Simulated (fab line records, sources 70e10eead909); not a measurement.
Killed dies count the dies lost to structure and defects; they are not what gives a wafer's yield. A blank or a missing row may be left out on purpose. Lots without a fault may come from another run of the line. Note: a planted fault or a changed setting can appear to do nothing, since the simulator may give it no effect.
Matching of chambers + flow nand-harc + 3 sister chambers for NHARC_P_M0_DEP_32 on pecvd-01
The step deposits SiCN, target thk 30 nm. 16 wafers are shown with their chamber, then 8 later ones without.

== WAFERS PAIRED WITH THEIR CHAMBERS ==
| wafer  | chamber | heater-power-w (W) |
|--------|---------|--------------------|
| L077.1 | 1       | 716                |
| L077.2 | 2       | 563                |
| L077.5 | 2       | 562                |
| L080.1 | 1       | 637                |
| L080.3 | 2       | 565                |
| L080.5 | 1       | 636                |
| L081.1 | 2       | 539                |
| L081.2 | 1       | 607                |
| L081.4 | 1       | 615                |
| L081.3 | 0       | 559                |
| L081.5 | 0       | 564                |
| L081.6 | 2       | 537                |
| L082.3 | 0       | 557                |
| L082.4 | 1       | 655                |
| L082.6 | 0       | 545                |
| L086.3 | 2       | 560                |

SIGNATURES (means of the wafers above)
| reading        | chamber 0 | chamber 1 | chamber 2 | scatter within a chamber |
|----------------|-----------|-----------|-----------|--------------------------|
| heater-power-w | 556.25    | 644.33    | 554.33    | 25.8                     |
Rule: for a wafer and a chamber, the distance is found by dividing, reading by reading, the gap between the wafer's reading and the chamber's mean by the reading's scatter, squaring, summing and taking the root. The wafer belongs to the nearest chamber; if the next one is less than 2 further off, it can't be placed. The scatter is the square root of a quotient: the sum, over the shown wafers, of each reading's squared deviation from its chamber's mean, divided by wafers minus chambers.

== WAFERS MISSING THEIR CHAMBER ==
| wafer  | heater-power-w (W) |
|--------|--------------------|
| L086.4 | 544                |
| L086.6 | 635                |
| L088.2 | 673                |
| L088.3 | 530                |
| L088.5 | 585                |
| L092.2 | 602                |
| L092.4 | 721                |
| L092.5 | 582                |

== CHAMBER TAKEN BY EACH ==
| wafer  | from the rows above          | in truth |
|--------|------------------------------|----------|
| L086.4 | can't be placed: 2 or 0      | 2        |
| L086.6 | 1                            | 1        |
| L088.2 | 1                            | 1        |
| L088.3 | can't be placed: 2 or 0      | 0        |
| L088.5 | can't be placed: 0 or 2 or 1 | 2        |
| L092.2 | can't be placed: 1 or 0 or 2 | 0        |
| L092.4 | 1                            | 1        |
| L092.5 | can't be placed: 0 or 2 or 1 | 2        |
Correctly placed: 3 of 8. These rows do not allow placing 5 (true chamber among the candidates in 5). 0 placed wrongly.
